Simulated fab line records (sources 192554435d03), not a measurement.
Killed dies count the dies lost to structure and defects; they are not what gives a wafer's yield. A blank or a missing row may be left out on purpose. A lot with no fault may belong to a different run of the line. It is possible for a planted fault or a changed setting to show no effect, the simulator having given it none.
A lot that was struck, set against a sound lot / flow n5_finfet / 15 steps out of a route of 1938
Sound: the wafers L201.3, L201.4, L201.6. Struck: wafer L192.5 (left out: L192.2, L192.4 of the same lot, which were not struck); the cause appears at the end.
For every step that has rows: the tool of each side, followed by ch and its chambers, followed by its first start. Under that, the readings that differ: sound wafers / struck wafers / difference of the means / sigmas: that difference in standard deviations of wafers without a fault.
alike: readings whose means differ by less than 2 such deviations, and words and numbers that are the same on both sides. not compared: withheld readings, readings that some wafer has no value for, bounds like >300 that may hide the same value, and numbers for which the record gives no deviation and whose values overlap.
Wherever a step has rows on one side only, a row that says differs or no value, or a row with sigmas, the two part there. Non-overlapping numbers with no deviation appear without sigmas and do not part them. A reading missing from all wafers of one side parts the sides only when that side holds two or more wafers.

first, 6 steps without rows for these wafers: N5_HKMG_FIN_STRIP_33 (strips in N2/H2); N5_HKMG_FIN_STRIP_34 (strips in CF4); N5_HKMG_FIN_ETCH_35 (etches SOC in N2/H2, target depth 215.8 nm, time 243.4 s); N5_HKMG_FIN_STRIP_92 (strips SOC in N2/H2, time 20 s); N5_HKMG_FIN_WET_ETCH_18 (etches TiN in SC1, time 55 s, target depth 5.2 nm, rinse time 30 s); N5_HKMG_FIN_STRIP_19 (strips in N2/H2, time 360 s).
N5_HKMG_FIN_ALD_91: deposits TiN, target thk 1 nm, pulse time 1 s, purge time 3 s.
  sound on ald_metal-03 ch 2,3, day 8 10:32; struck on ald_metal-03 ch 2, day 6 02:34
reading=precursor_pulse_height_rel; sound=0.997 0.977 0.968; struck=1.029; difference=+0.048; sigmas=+2
  alike: heater_power_w, susceptor_temp_C
  not compared: co_reactant_pulse_time_s
then, 1 step without rows for these wafers: N5_HKMG_FIN_COAT_85 (time 60 s, resist thk 300 nm).
N5_HKMG_FIN_ETCH_86: etches SOC in N2/H2, stops on TiN, target depth 393.2 nm.
  sound on rie_diel-03 ch 0,1,3, day 8 11:03; struck on rie_diel-03 ch 2, day 6 03:10
reading=chamber_pressure_mTorr (mTorr); sound=30.012 30.032 29.995; struck=29.959; difference=-0.054; sigmas=-2
reading=showerhead_plenum_p_Torr (Torr); sound=2.61 2.51 2.67; struck=2.35; difference=-0.25; sigmas=-2
  alike: drypump_motor_current_A, h2_flow_sccm, oes_product_au, rf_vpp_V, throttle_valve_pct
  not compared: rf_hours_counter_h
N5_HKMG_FIN_STRIP_89: strips SOC in N2/H2, time 20 s.
  sound on rie_diel-03 ch 0,1,3, day 8 11:07; struck on rie_diel-03 ch 2, day 6 03:14
reading=showerhead_plenum_p_Torr (Torr); sound=3.44 3.32 3.52; struck=3.11; difference=-0.32; sigmas=-2
  alike: chamber_pressure_mTorr, drypump_motor_current_A, h2_flow_sccm, oes_product_au, rf_vpp_V, throttle_valve_pct
  not compared: rf_hours_counter_h
then, 1 step without rows for these wafers: N5_HKMG_FIN_WET_ETCH_87 (etches TiN in SC1, time 154.2 s, target depth 4.7 nm, rinse time 30 s).
N5_HKMG_FIN_STRIP_88: strips in N2/H2, time 360 s.
  sound on plasma_asher-01 ch 0,1, day 8 11:25; struck on plasma_asher-02 ch 1, day 6 03:25
reading=drypump_motor_current_A (A); sound=5.67 5.78 5.68; struck=6.39; difference=+0.68; sigmas=+2
reading=heater_power_w (W); sound=429 434 427; struck=541; difference=+111; sigmas=+2
  alike: h2_flow_sccm
  not compared: rf_hours_counter_h
N5_HKMG_FIN_NWFM_ALD_20: deposits TiAlC, target thk 2 nm, pulse time 3 s, purge time 2 s.
  sound on ald_metal-03 ch 0,3, day 8 11:41; struck on ald_metal-04 ch 3, day 6 03:49
reading=co_reactant_pulse_time_s (s); sound=10 10 10; struck=11.821; difference=+1.821; sigmas=
  alike: heater_power_w, precursor_pulse_height_rel, susceptor_temp_C
N5_HKMG_FIN_ALD_71: deposits TiN, target thk 1 nm, pulse time 1 s, purge time 3 s.
  sound on ald_metal-03 ch 0,3, day 8 11:47; struck on ald_metal-04 ch 3, day 6 03:55
  alike: heater_power_w, precursor_pulse_height_rel, susceptor_temp_C
  not compared: co_reactant_pulse_time_s
-- a jump in the record: the struck wafers' starts before and after are 4 days apart (it breaks off in module HKMG_FIN and resumes in module BEOL_M4, where the first step shown is number 1111 of the route) --
N5_BEOL_M4_RC_MEAS_101:
  sound on prober-02 ch 0, day 12 16:14; struck on prober-01 ch 0, day 10 09:18
reading=DIBL_N (mV/V); sound=36.5 35.6 35.5; struck=38.5; difference=+2.6; sigmas=+2
reading=IOFF_N (nA/um); sound=0.163 0.149 0.144; struck=0.209; difference=+0.057; sigmas=+2
reading=SS_N (mV/dec); sound=71.5 70.9 71.4; struck=72.7; difference=+1.4; sigmas=+3
reading=VT_N (mV); sound=251.4 252.7 251.5; struck=244.3; difference=-7.6; sigmas=-3
  alike: DIBL_P, IOFF_P, ION_N, ION_P, SS_P, VT_P

WHERE THEY PART
First at N5_HKMG_FIN_ALD_91; last, within this record, at N5_BEOL_M4_RC_MEAS_101.

WHY: whatever the simulator had introduced
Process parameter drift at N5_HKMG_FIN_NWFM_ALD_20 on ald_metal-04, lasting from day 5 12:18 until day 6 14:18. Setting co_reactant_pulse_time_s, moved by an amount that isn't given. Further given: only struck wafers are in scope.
